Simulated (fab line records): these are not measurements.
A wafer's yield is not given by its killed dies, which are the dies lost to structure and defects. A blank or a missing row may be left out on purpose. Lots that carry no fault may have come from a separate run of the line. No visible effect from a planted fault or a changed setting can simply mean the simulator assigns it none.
Matching of chambers + flow n5Finfet + N5_BEOL_M2_DESCUM_33 on rieDiel-05 has 4 sister chambers
The step chemistry O2, time 7 s. 4 wafers are shown with their chamber, then 7 later ones without.

WAFERS, EACH WITH ITS CHAMBER
| wafer  | chamber | drypumpMotorCurrentA (A) |
|--------|---------|--------------------------|
| L081.5 | 2       | 5.3                      |
| L083.2 | 3       | 5.8                      |
| L086.2 | 1       | 5.3                      |
| L086.4 | 0       | 6.0                      |

WAFERS MISSING THEIR CHAMBER
| wafer  | drypumpMotorCurrentA (A) |
|--------|--------------------------|
| L086.6 | 5.2                      |
| L094.2 | 5.3                      |
| L094.3 | 5.9                      |
| L094.5 | 5.3                      |
| L097.1 | 5.3                      |
| L097.4 | 5.3                      |
| L097.5 | 5.3                      |

CHAMBER TAKEN BY EACH
| wafer  | from the rows above     | in truth |
|--------|-------------------------|----------|
| L086.6 | can't be placed: 1 or 2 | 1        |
| L094.2 | can't be placed: 1 or 2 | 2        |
| L094.3 | can't be placed: 0 or 3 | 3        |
| L094.5 | can't be placed: 1 or 2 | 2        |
| L097.1 | can't be placed: 1 or 2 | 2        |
| L097.4 | can't be placed: 1 or 2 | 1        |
| L097.5 | can't be placed: 1 or 2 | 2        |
0 of 7 placed correctly. Not placeable from these rows: 7 (in 7, the candidates include the true chamber). Placed wrongly: 0.
How it was worked out, from the rows above alone: a wafer's distance from a chamber is the root of the sum, over the readings, of the square of ((its reading less the chamber's mean) divided by the reading's scatter). If the next closest chamber is less than 2 further off than the closest, the wafer can't be placed; otherwise it belongs to the closest. A chamber's mean is the mean of its shown wafers. The scatter: root of mean squared gap, hidden wafer to nearest shown wafer, with one shown wafer a chamber.
